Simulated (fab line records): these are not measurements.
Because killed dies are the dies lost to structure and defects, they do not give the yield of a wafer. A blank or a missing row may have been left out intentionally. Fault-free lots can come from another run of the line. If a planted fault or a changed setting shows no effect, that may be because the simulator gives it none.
Chamber matching ; flow n5Finfet ; 4 sister chambers for N5_HKMG_FIN_STRIP_89 on rieDiel-06
The step strips SOC in N2/H2, time 20 s. 20 wafers are shown with their chamber, then 10 later ones without.

WAFERS PAIRED WITH THEIR CHAMBERS
wafer;chamber;throttleValvePct (%);showerheadPlenumPTorr (Torr);oesProductAu (a.u.)
L076.3;3;19.1;3.40;0.87
L076.4;0;19.7;3.34;0.73
L076.6;0;19.7;3.34;0.73
L078.1;0;19.7;3.34;0.73
L078.3;1;18.6;3.47;0.73
L078.6;1;18.6;3.47;0.72
L081.2;1;18.7;3.47;0.72
L081.5;3;19.1;3.39;0.85
L081.6;2;18.9;3.40;0.81
L082.1;3;19.1;3.39;0.85
L082.2;0;19.7;3.33;0.72
L082.3;1;18.6;3.47;0.72
L084.3;2;18.9;3.39;0.80
L084.4;3;19.1;3.39;0.84
L084.6;1;18.7;3.46;0.72
L085.2;0;19.7;3.33;0.72
L085.4;2;18.9;3.39;0.79
L085.5;3;19.1;3.39;0.83
L086.2;2;18.9;3.39;0.79
L086.3;1;18.6;3.46;0.71

SIGNATURES, as means of the wafers listed above
reading;chamber 0;chamber 1;chamber 2;chamber 3;scatter within a chamber
throttleValvePct;19.700;18.633;18.900;19.100;0.0289
showerheadPlenumPTorr;3.3360;3.4667;3.3925;3.3920;0.00505
oesProductAu;0.7260;0.7200;0.7975;0.8480;0.0096
Rule: distance of a wafer from a chamber = root of the sum over the readings of ((wafer's reading minus chamber's mean) / reading's scatter) squared. If the next closest chamber is less than 2 further off than the closest, the wafer can't be placed; otherwise it belongs to the closest. The scatter: take each reading less its chamber's mean, square it, sum over the shown wafers, divide by the number of wafers less the number of chambers, and take the root.

WAFERS WITH NO CHAMBER GIVEN
wafer;throttleValvePct (%);showerheadPlenumPTorr (Torr);oesProductAu (a.u.)
L086.5;19.8;3.33;0.72
L093.2;18.7;3.45;0.71
L093.4;19.2;3.38;0.82
L093.5;19.2;3.38;0.82
L094.1;19.8;3.32;0.70
L094.2;19.2;3.38;0.81
L094.3;18.7;3.45;0.70
L095.2;19.8;3.32;0.69
L095.3;19.2;3.38;0.81
L095.5;19.8;3.32;0.70

WHICH CHAMBER EACH WENT THROUGH
wafer;from the rows above;in truth
L086.5;0;0
L093.2;1;1
L093.4;3;3
L093.5;3;3
L094.1;0;0
L094.2;3;3
L094.3;1;1
L095.2;0;0
L095.3;3;3
L095.5;0;0
10 of 10 placed correctly. Left unplaced by these rows: 0. Number placed wrongly: 0.
